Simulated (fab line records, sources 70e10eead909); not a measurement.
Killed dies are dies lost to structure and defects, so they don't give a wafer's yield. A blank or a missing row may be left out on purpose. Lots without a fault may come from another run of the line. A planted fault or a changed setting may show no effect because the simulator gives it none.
fab line records | flow nand_harc
record lots=7 wafers=21 last_day=34
route steps=1302 shown A_STAIRCASE@837
lots that met no fault: from a run of the same line without faults
start_h: hours from the record's first day to the start of the lot's first wafer shown | wait_h: hours since the lot's step before | " the same as in the row above | L1.1+2: a row that stands for several wafers | - no value, or no start given | * or withheld: withheld | < > ~ a bound
route shown NAME@n: a module of which the file shows steps, and the number in the route of the first | usual: mean/standard deviation of fault-free wafers | same: alike in all rows | chamber/n: place in a boat | sites: the reading at each site | _std_site: their standard deviation | _edge_site: outer sites' mean less inner sites' | radius_mm: how far each site lies from the wafer's centre | mask NAME#n: copy n | behind: the tool/chamber that last shaped the wafer | hold: why the lot was held/for how many hours/how that ended | device: the transistor (n, p or np) that didn't switch | end of line: the same wafers' tests at the end of the route | a step without rows: its recipe alone | killed: dies lost to structure and defects at the first sort, not the wafer's yield | map: a wafer's dies, x killed, . not, _ none there
set.NAME: the setting as run; set.NAME@STEP: as run at that earlier step | model.NAME: the simulator's own value behind a step, which no gauge read
lots at some steps of the route; a table a step, a row a wafer
services: from which hour (start_h, from the record's first day; less than 0 if before it) a tool's chamber was out of use, for how many hours, and why
## steps
# step NHARC_A_STAIRCASE_STRIP_317
# recipe time_s=900 temp_c=130 chemistry=SPM
# step NHARC_A_STAIRCASE_PRECLEAN_318
# recipe time_s=* temp_c=50 bath_age_min=0 chemistry=SC1
# step NHARC_A_STAIRCASE_SRD_329
# step NHARC_A_STAIRCASE_ALD_415
# recipe target_thk_a=300 pulse_time_s=6 ald_cycles=300 temp_c=300 material=SiO2
# usual heater_power_w=470/54 precursor_pulse_height_rel=0.999/0.021
# same ald_cycles=300
# columns lot.wafer tool chamber start_h wait_h heater_power_w precursor_pulse_height_rel
L936.2 ald_hk-04 3 398.35 0.1 485 0.987
L936.1 " 0 " " 396 0.985
L936.3 " 1 " " 485 1.003
L938.4 ald_hk-01 1 424.53 0.1 457 1.016
L938.2 " 2 " " 577 0.991
L938.6 " 2 426.86 2.4 582 1.010
L941.3 ald_hk-04 2 465.28 0.3 486 1.016
L941.2 " 3 " " 495 0.995
L941.1 " 0 " " 414 0.973
L943.4 ald_hk-01 2 467.13 0.3 571 1.014
L943.2 " 3 " " 386 0.970
L943.6 " 2 " " 589 1.006
L944.2 ald_hk-03 1 486.67 0.3 460 1.010
L944.1 " 3 " " 453 1.009
L944.6 " 0 " " 500 0.995
L947.3 ald_hk-03 3 516.54 0.5 453 1.005
L947.4 " 0 " " 501 0.994
L947.5 " 1 " " 461 1.034
L956.3 ald_hk-01 1 615.32 0.3 462 1.007
L956.4 " 2 " " 563 0.950
L956.5 " 0 " " 393 1.017
# step NHARC_A_STAIRCASE_ETCHBACK_416
# recipe target_depth_a=360 time_s=7.2 c4f8_flow_sccm=withheld o2_flow_sccm=8 ar_flow_sccm=withheld rf_w=600 bias_w=800 chemistry=C4F8/O2/Ar
# usual oes_product_au=0.94/0.031 rf_vpp_V=722/5.1
# columns lot.wafer tool chamber start_h wait_h oes_product_au rf_hours_counter_h rf_vpp_V
L936.2 rie_diel-08 3 - - 0.92 7 721
L936.3 " 0 " " 0.92 6 730
L936.1 " 2 " " 0.94 8 727
L938.2 rie_diel-07 0 428.04 2.6 0.91 33 717
L938.4 " 1 " " 0.91 29 726
L938.6 " 1 " " 0.91 - 727
L941.3 rie_diel-07 3 - - 0.92 51 719
L941.2 " 0 " " 0.91 44 716
L941.1 " 2 " " 0.92 49 731
L943.4 rie_diel-10 1 - - 0.93 12 725
L943.2 " 0 " " 0.94 13 719
L943.6 " 1 " " 0.93 - 724
L944.1 rie_diel-10 0 - - 1.00 21 719
L944.2 " 1 " " 1.00 20 723
L944.6 " 0 " " 1.00 - 718
L947.3 rie_diel-07 3 - - 0.91 11 718
L947.4 " 0 " " 0.93 11 717
L947.5 " 3 " " 0.92 - 719
L956.3 rie_diel-10 0 - - 0.93 3 717
L956.4 " 1 " " 0.92 5 723
L956.5 " 3 " " 0.95 - 717
# step NHARC_A_STAIRCASE_STRIP_476
# recipe time_s=20 o2_flow_sccm=500 ar_flow_sccm=0 bias_w=0 chemistry=O2
# step NHARC_A_STAIRCASE_DEP_417
# recipe target_thk_a=600 step_coverage_pct=20 temp_c=400 target_thk_nm=60 flow_sccm=200 rf_w=450 material=Si3N4
# usual heater_power_w=679/50 showerhead_vpp_V=1319/47
# columns lot.wafer tool chamber start_h wait_h heater_power_w showerhead_vpp_V
L936.2 pecvd-03 2 400.64 - 618 1230
L936.3 " 0 " " 683 1345
L936.1 " 1 " " 562 1391
L938.2 pecvd-02 0 428.37 - 692 1346
L938.6 " 1 " " 611 1360
L938.4 " 0 " " 694 1314
L941.1 pecvd-04 1 467.29 - 674 1322
L941.3 " 2 " " 650 1264
L941.2 " 0 " " 693 1252
L943.2 pecvd-02 1 469.25 - 678 1352
L943.6 " 2 " " 731 1315
L943.4 " 1 " " 680 1365
L944.2 pecvd-04 1 488.69 - 766 1305
L944.1 " 0 " " 667 1283
L944.6 " 1 " " 783 1286
L947.3 pecvd-03 0 518.33 - 728 1382
L947.5 " 1 " " 665 1400
L947.4 " 2 " " 600 1235
L956.3 pecvd-03 1 617.45 - 659 1385
L956.4 " 0 " " 673 1358
L956.5 " 1 " " 677 1408
# step NHARC_A_STAIRCASE_WET_418
# recipe temp_c=160 target_depth_a=200 chemistry=H3PO4
# step NHARC_A_STAIRCASE_PRECLEAN_419
# recipe time_s=* temp_c=50 bath_age_min=0 chemistry=SC1
# step NHARC_A_STAIRCASE_SRD_421
# step NHARC_A_STAIRCASE_ALD_420
# recipe target_thk_a=200 pulse_time_s=6 ald_cycles=200 temp_c=300 material=SiO2
# usual heater_power_w=467/57 precursor_pulse_height_rel=1.001/0.019
# same ald_cycles=200
# columns lot.wafer tool chamber start_h wait_h heater_power_w precursor_pulse_height_rel
L936.2 ald_hk-04 0 403.37 - 407 1.014
L936.3 " 2 " " 529 1.029
L936.1 " 3 " " 484 1.012
L938.4 ald_hk-01 2 437.84 - 590 0.981
L938.2 " 3 " " 391 0.987
L938.6 " 1 " " 443 1.004
L941.1 ald_hk-01 3 470.02 - 382 0.986
L941.3 " 0 " " 417 0.999
L941.2 " 2 " " 599 0.994
L943.4 ald_hk-01 3 472.02 - 400 0.981
L943.2 " 1 " " 449 0.985
L943.6 " 2 " " 586 0.986
L944.1 ald_hk-03 2 492.81 - 539 0.999
L944.2 " 0 " " 494 1.013
L944.6 " 2 " " 530 0.972
L947.3 ald_hk-04 3 520.03 - 492 1.016
L947.4 " 1 " " 480 1.009
L947.5 " 3 " " 510 0.996
L956.4 ald_hk-01 0 620.91 - 411 1.016
L956.3 " 1 " " 455 1.013
L956.5 " 1 " " 458 0.985
# step NHARC_A_STAIRCASE_CVD_552
# recipe target_thk_a=400 temp_c=700 pressure_mtorr=300 material=SiNx
# usual spike_tc_bottom_C=718.4/2.1 spike_tc_centre_C=699.7/1.6
# columns lot.wafer tool chamber start_h wait_h spike_tc_bottom_C spike_tc_centre_C
L936.1 lpcvd-01 1 409.20 - 719.1 699.0
L936.2 " 1 " " 721.8 700.6
L936.3 " 1 " " 717.7 699.2
L938.2 lpcvd-02 1 443.00 4.5 718.6 701.1
L938.4 " 1 " " 718.4 701.1
L938.6 " 1 " " 718.4 700.6
L941.1 lpcvd-02 0 474.56 - 722.1 703.3
L941.2 " 0 " " 722.6 699.7
L941.3 " 0 " " 723.3 702.5
L943.2 lpcvd-02 1 474.56 - 717.5 700.8
L943.4 " 1 " " 718.2 701.2
L943.6 " 1 " " 717.4 700.1
L943.2 lpcvd-02 1 478.40 0.7 718.5 701.6
L943.4 " 1 " " 719.7 701.2
L943.6 " 1 " " 718.2 700.5
L944.1 lpcvd-01 1 497.19 - 719.2 700.5
L944.2 " 1 " " 718.0 699.4
L944.6 " 1 " " 719.0 699.1
L944.1 lpcvd-02 1 501.03 0.7 718.1 700.3
L944.2 " 1 " " 719.0 703.0
L944.6 " 1 " " 718.0 702.3
L947.3 lpcvd-01 0 524.32 - 715.9 695.6
L947.4 " 0 " " 717.2 696.9
L947.5 " 0 " " 714.7 698.0
L947.3 lpcvd-02 0 528.22 0.7 724.1 699.7
L947.4 " 0 " " 723.8 698.4
L947.5 " 0 " " 723.1 701.7
L956.3 lpcvd-02 1 625.46 - 718.5 703.9
L956.4 " 1 " " 719.8 700.3
L956.5 " 1 " " 718.1 700.9
# step NHARC_A_STAIRCASE_DEP_151
# recipe target_thk_a=72000 temp_c=400 target_thk_nm=7200 teos_flow_sccm=200 rf_w=500 material=SiO2
# usual heater_power_w=629/71
# columns lot.wafer tool chamber start_h wait_h heater_power_w
L936.3 pecvd-04 0 412.81 0.4 755
L936.1 " 1 " " 720
L936.2 " 2 " " 583
L938.2 pecvd-02 0 446.74 0.6 749
L938.4 " 1 " " 564
L938.6 " 2 " " 596
L941.1 pecvd-02 1 478.36 0.6 657
L941.3 " 2 " " 630
L941.2 " 0 " " 642
L943.2 pecvd-04 0 482.40 0.8 650
L943.4 " 0 " " 582
L943.6 " 1 " " 626
L944.1 pecvd-04 0 505.51 1.3 676
L944.2 " 2 " " 692
L944.6 " 1 " " 640
L947.3 pecvd-03 1 532.37 0.9 666
L947.5 " 0 " " 588
L947.4 " 1 " " 522
L956.3 pecvd-02 0 629.08 0.4 790
L956.5 " 0 " " 671
L956.4 " 2 " " 571
## services
# columns tool chamber start_h hours kind
lpcvd-02 - 388.55 26.0 pm
rie_diel-10 1 394.34 6.8 repair
pecvd-02 - 408.21 13.0 pm
rie_diel-10 3 419.27 15.5 repair
rie_diel-10 - 420.36 9.0 pm
rie_diel-10 1 436.12 3.5 repair
pecvd-03 2 436.46 8.3 repair
pecvd-04 - 450.00 13.0 pm
rie_diel-07 - 473.60 9.0 pm
ald_hk-01 - 474.05 10.0 pm
ald_hk-04 - 474.15 0.9 repair
pecvd-02 1 544.54 8.6 repair
rie_diel-08 - 546.81 9.0 pm
pecvd-03 - 547.12 13.0 pm
pecvd-02 - 569.04 1.0 repair
rie_diel-08 1 569.81 4.9 repair
pecvd-04 2 577.50 6.2 repair
pecvd-03 2 588.59 15.7 repair
pecvd-02 - 589.21 13.0 pm
rie_diel-10 - 597.36 9.0 pm
rie_diel-07 3 603.48 1.4 repair
rie_diel-07 - 605.21 2.0 repair
ald_hk-04 - 616.06 10.0 pm
rie_diel-10 0 621.08 12.0 repair
## key
first_sign step=NHARC_A_STAIRCASE_CVD_552 reading=visit direction=added
effect none on later readings
met_at NHARC_A_STAIRCASE_CVD_552
struck_wafers L943.2,L943.4,L943.6,L944.1,L944.2,L944.6,L947.3,L947.4,L947.5
later_rows_left_out L943.2,L943.4,L943.6,L944.1,L944.2,L944.6,L947.3,L947.4,L947.5
sort_left_out L943.2,L943.4,L943.6,L944.1,L944.2,L944.6,L947.3,L947.4,L947.5
tester_left_out L943,L944,L947
fault kind=repeated_step_whole tool=lpcvd-01,lpcvd-02 chamber=- onset_h=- steps=NHARC_A_STAIRCASE_CVD_552 times=1 scope=struck_lots_only
# tester_left_out: of these lots the tester's yield and bins aren't shown, on N5 and GAA mostly nor the transistor test; their killed dies are dies lost to structure and defects alone, not to doping, threshold or leakage, so they don't give the yield
# sort_left_out: the simulated sort isn't trusted on such a fault, so these wafers' sort isn't shown, and their yield isn't known
# later_rows_left_out: the simulator's readings of these wafers behind a module that went badly wrong aren't trusted and aren't shown, but for the sort
